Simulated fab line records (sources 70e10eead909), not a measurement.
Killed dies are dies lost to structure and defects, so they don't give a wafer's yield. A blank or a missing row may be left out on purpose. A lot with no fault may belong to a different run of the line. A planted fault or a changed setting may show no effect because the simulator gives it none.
8D (eight disciplines) problem report, filled in by code / flow nandHarc / the parts of the form that need people (team, actions taken, sign-off) are left out

1. THE PROBLEM
Mean of runLengthS at NHARC_A_WL_FILL_ETCHBACK_16: 27.0 s across 6 wafers in 2 lots; on wafers with no fault it is 45.2 s (standard deviation 0.48). That puts it -38 standard deviations away from the usual mean.
The step: etches the open film in C4F8/O2/Ar, target depth 120 nm, time 24 s.
The first sign was on wafer L858.1 at day 25 17:13, on rieDiel-09. Wafers with a number at this step in the record: 42, from 14 lots. Rule for "out", or "out of limits": more than 4 standard deviations from the usual mean. The other wafers with a number count as sound.

2. WHAT THIS IS AND IS NOT
question=which readings at this step | is=runLengthS | is not=oesProductAu, rfVppV
question=which lots | is=L858, L861 | is not=L850, L851, L852, L854, L855, L856, L867, L868, L869, L870, L871, L872
question=which wafers of those lots | is=all that have a number | is not=-
question=read on which tools | is=rieDiel-09 | is not=rieDiel-05, rieDiel-07
question=when | is=from day 25 17:13 | is not=up to then (18 sound wafers); but 18 sound wafers of L867, L868, L869, L870, L871, L872 came after

3. THE SUSPECTS, EACH WITH WHAT RULES IT OUT
Counting: a tool at any process step up to the reading remains a suspect when it ran all the lots that are out and ran no sound lot after the first of those.
- rieDiel-09 at NHARC_A_WL_FILL_ETCHBACK_16 (etches the open film in C4F8/O2/Ar, target depth 120 nm, time 24 s): ruled out as a lasting fault. Sound lots L867 ran on it after its first lot that is out, L858 (day 25 17:13).
Left after counting: nothing in the record.

4. THE CAUSE (what the simulator had put in)
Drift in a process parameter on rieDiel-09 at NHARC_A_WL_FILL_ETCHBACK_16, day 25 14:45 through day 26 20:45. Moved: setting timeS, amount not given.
Counting ruled it out, wrongly.

5. SEQUENCE OF EFFECTS, ordered by route
Each row: a reading where the mean over the struck wafers with a number is more than 3 standard deviations away from the usual. Only readings whose record carries a usual standard deviation are examined. hours: median over the lots of the time between each lot's start at the first step of this table that gives one and its start at this step. sigmas: the change, counted in usual standard deviations.
hours=0; step=NHARC_A_WL_FILL_ETCHBACK_16; reading=runLengthS; usual=45.2 s; on struck wafers=27.0; change=-18.2; sigmas=-38
The process steps in it:
- NHARC_A_WL_FILL_ETCHBACK_16: etches the open film in C4F8/O2/Ar, target depth 120 nm, time 24 s.
Readings that are blank on the struck wafers while sound wafers have them: biasW at NHARC_A_WL_FILL_ETCHBACK_16.

6. HOW IT WOULD HAVE BEEN CAUGHT EARLIER
In this record the first reading out of limits was taken at day 25 17:13, 2 hours after the fault began at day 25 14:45.
